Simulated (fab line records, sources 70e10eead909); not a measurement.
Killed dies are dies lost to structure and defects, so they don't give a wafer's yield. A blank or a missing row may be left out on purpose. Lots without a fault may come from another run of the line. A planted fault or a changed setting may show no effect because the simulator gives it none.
Chamber matching | flow nand_harc | NHARC_P_M2_DEP_33 on pecvd-04: 3 sister chambers
The step deposits SiCN, target thk 30 nm. 3 wafers are shown with their chamber, then 10 later ones without.

WAFERS WITH THEIR CHAMBER
wafer  | chamber | heater_power_w (W)
L076.5 | 0       | 693
L092.2 | 2       | 527
L092.5 | 1       | 701

WAFERS WITHOUT THEIR CHAMBER
wafer  | heater_power_w (W)
L092.6 | 619
L093.1 | 623
L093.2 | 551
L093.4 | 615
L094.2 | 539
L094.4 | 666
L094.5 | 549
L095.2 | 574
L095.3 | 575
L095.6 | 573

WHICH CHAMBER EACH WENT THROUGH
wafer  | from the rows above          | in truth
L092.6 | can't be placed: 0 or 1 or 2 | 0
L093.1 | can't be placed: 0 or 1 or 2 | 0
L093.2 | 2                            | 2
L093.4 | can't be placed: 0 or 1 or 2 | 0
L094.2 | 2                            | 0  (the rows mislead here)
L094.4 | can't be placed: 0 or 1      | 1
L094.5 | 2                            | 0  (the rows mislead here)
L095.2 | can't be placed: 2 or 0 or 1 | 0
L095.3 | can't be placed: 2 or 0 or 1 | 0
L095.6 | can't be placed: 2 or 0 or 1 | 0
Placed correctly: 1 of 10. Can't be placed from these rows: 7 (the true chamber is among the candidates in 7). Placed wrongly: 2.
How it was worked out, from the rows above alone: a wafer's distance from a chamber is the root of the sum, over the readings, of the square of ((its reading less the chamber's mean) divided by the reading's scatter). The wafer belongs to the nearest chamber; if the next one is less than 2 further off, it can't be placed. A chamber's mean is the mean of its shown wafers. The scatter: with one shown wafer a chamber, the root of the mean of the squares of how far each hidden wafer lies from its nearest shown one.
